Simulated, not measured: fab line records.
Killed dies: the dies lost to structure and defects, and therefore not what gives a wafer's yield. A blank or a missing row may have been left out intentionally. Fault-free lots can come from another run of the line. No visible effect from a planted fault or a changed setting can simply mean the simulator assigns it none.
A lot that was struck, set against a sound lot | flow n5 finfet | 15 out of 1938 route steps
Sound: wafers L579.1, L579.2, L579.6. Struck: wafers L591.2, L591.6. (L591.5 of the same lot was not struck and is left out.) The cause comes at the end.
Per side, at each step with rows, come the tool, then ch with its chambers, and then its first start. Under that, the readings that differ: sound wafers | struck wafers | difference of the means | sigmas: that difference in standard deviations of wafers without a fault.
alike: words and numbers the same on both sides, and readings whose means are apart by under 2 such deviations; not compared: readings that were withheld, readings missing a value for some wafer, numbers with overlapping values and no deviation given by the record, and bounds like >300 which may hide the same value.
A row with sigmas, a row that says differs or no value, or rows on one side alone: a step with any of these is where the two part. When numbers do not overlap yet have no deviation, they are printed without sigmas and do not part them. A reading missing from all wafers of one side parts the sides only when that side holds two or more wafers.

first, 6 steps without rows for these wafers: N5_BEOL_M2_COAT_05 (resist thk 30 nm); N5_BEOL_M2_EBR_07; N5_BEOL_M2_SOFTBAKE_06 (time 60 s); N5_BEOL_M2_EXPOSE_08 (exposes mask M2); N5_BEOL_M2_PEB_09 (peb time 60 s); N5_BEOL_M2_DEVELOP_10 (develop time 30 s).
N5_BEOL_M2_CD_MEAS_11 targets a cd of 16.79 nm.
  sound on cd sem-02 ch 0, day 6 23:53; struck on cd sem-03 ch 0, day 10 05:09
  alike: cd nm
N5_BEOL_M2_OVL_MEAS_12:
  sound on overlay-01 ch 0, day 6 23:55; struck on overlay-01 ch 0, day 10 05:11
  alike: M2_OVL
N5_BEOL_M2_INSPECT_13: inspects for defects (brightfield).
  sound on defect inspect-01 at day 6 23:59; struck on defect inspect-01 at day 10 05:14
  alike: raw defect count
N5_BEOL_M2_DESCUM_16: chemistry O2, time 7 s.
  sound on rie diel-04 ch 0,1,3, day 7 00:01; struck on rie diel-05 ch 2, day 10 05:19
  alike: drypump motor current A, oes product au, rf vpp V, showerhead plenum p Torr, throttle valve pct
  not compared: rf hours counter h
N5_BEOL_M2_ETCH_74: etches underlayer in N2/H2, target depth 6.5 nm, time 5.2 s.
  sound on rie diel-04 ch 0,1,3, day 7 00:03; struck on rie diel-05 ch 2, day 10 05:22
  alike: bias w, drypump motor current A, etch rf on time s, oes product au, rf vpp V, showerhead plenum p Torr, throttle valve pct
  not compared: rf hours counter h
N5_BEOL_M2_ETCH_63: etches SiARC in CF4, target depth 15.6 nm, time 26 s.
  sound on rie diel-04 ch 0,1,3, day 7 00:04; struck on rie diel-05 ch 2, day 10 05:23
  alike: bias w, drypump motor current A, etch rf on time s, oes product au, rf vpp V, showerhead plenum p Torr, throttle valve pct
  not compared: rf hours counter h
N5_BEOL_M2_ETCH_64: etches SOC in N2/H2, target depth 75 nm, overetch 22.5 nm, time 121.9 s.
  sound on rie diel-04 ch 0,1,3, day 7 00:05; struck on rie diel-05 ch 2, day 10 05:24
  reading                                    | sound             | struck      | difference | sigmas
  bias w (W)                                 | 149.7 149.8 150.1 | 141.8 141.8 | -8.1       | -18
  rf vpp V (V)                               | 523.9 528.6 523.5 | 509.0 509.2 | -16.2      | -7
  model.SiARC_of_BEOL_M2_COAT_62.thk nm (nm) | 6.4 6.2 6.4       | 6.8 6.8     | +0.5       |
  alike: drypump motor current A, oes product au, showerhead plenum p Torr, throttle valve pct
  not compared: rf hours counter h
then, 1 step without rows for these wafers: N5_BEOL_M2_STRIP_65 (strips in N2/H2).
N5_BEOL_M4_RC_MEAS_101:
  sound on prober-01 ch 0, day 8 15:06; struck on prober-02 ch 0, day 11 16:33
  alike: DIBL_N, DIBL_P, IOFF_N, IOFF_P, ION_N, ION_P, SS_N, SS_P, VT_N, VT_P

## WHERE THEY PART
Only at N5_BEOL_M2_ETCH_64, as far as this record shows. Later steps at which nothing parts them and some readings are alike: N5_BEOL_M4_RC_MEAS_101.

WHY: the cause the simulator had injected
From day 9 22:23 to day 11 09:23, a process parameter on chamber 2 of rie diel-05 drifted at N5_BEOL_M2_ETCH_64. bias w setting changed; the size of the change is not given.
